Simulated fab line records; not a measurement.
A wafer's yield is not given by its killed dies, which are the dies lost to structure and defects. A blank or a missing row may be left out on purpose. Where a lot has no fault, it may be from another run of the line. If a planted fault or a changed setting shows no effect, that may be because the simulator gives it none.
Chamber matching ; flow n5 finfet ; N5_SD_EPI_P_ETCH_47 on rie diel-03 has 4 sister chambers
The step etches SiOCN in CH3F/O2, target depth 25 nm. 4 wafers are shown with their chamber, then 6 later ones without.

## WAFERS WITH THEIR CHAMBER
wafer;chamber;showerhead plenum p Torr (Torr)
L079.1;1;2.08
L082.1;3;1.85
L084.5;0;2.06
L084.6;2;2.08

## WAFERS WITH NO CHAMBER GIVEN
wafer;showerhead plenum p Torr (Torr)
L090.1;2.08
L090.3;2.06
L090.6;2.06
L097.1;2.05
L097.4;2.08
L097.5;2.05

## WHICH CHAMBER EACH WENT THROUGH
wafer;from the rows above;in truth
L090.1;can't be placed: 1 or 2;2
L090.3;0;0
L090.6;0;0
L097.1;0;0
L097.4;can't be placed: 1 or 2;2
L097.5;0;0
Correctly placed: 4 of 6. From these rows, 2 cannot be placed; in 2 the true chamber is one of the candidates. Number placed wrongly: 0.
How it was worked out, from the rows above alone: a wafer's distance from a chamber is the root of the sum, over the readings, of the square of ((its reading less the chamber's mean) divided by the reading's scatter). If the next closest chamber is less than 2 further off than the closest, the wafer can't be placed; otherwise it belongs to the closest. For every chamber, the mean is computed from those of its wafers that are shown. The scatter: with one shown wafer a chamber, the root of the mean of the squares of how far each hidden wafer lies from its nearest shown one.
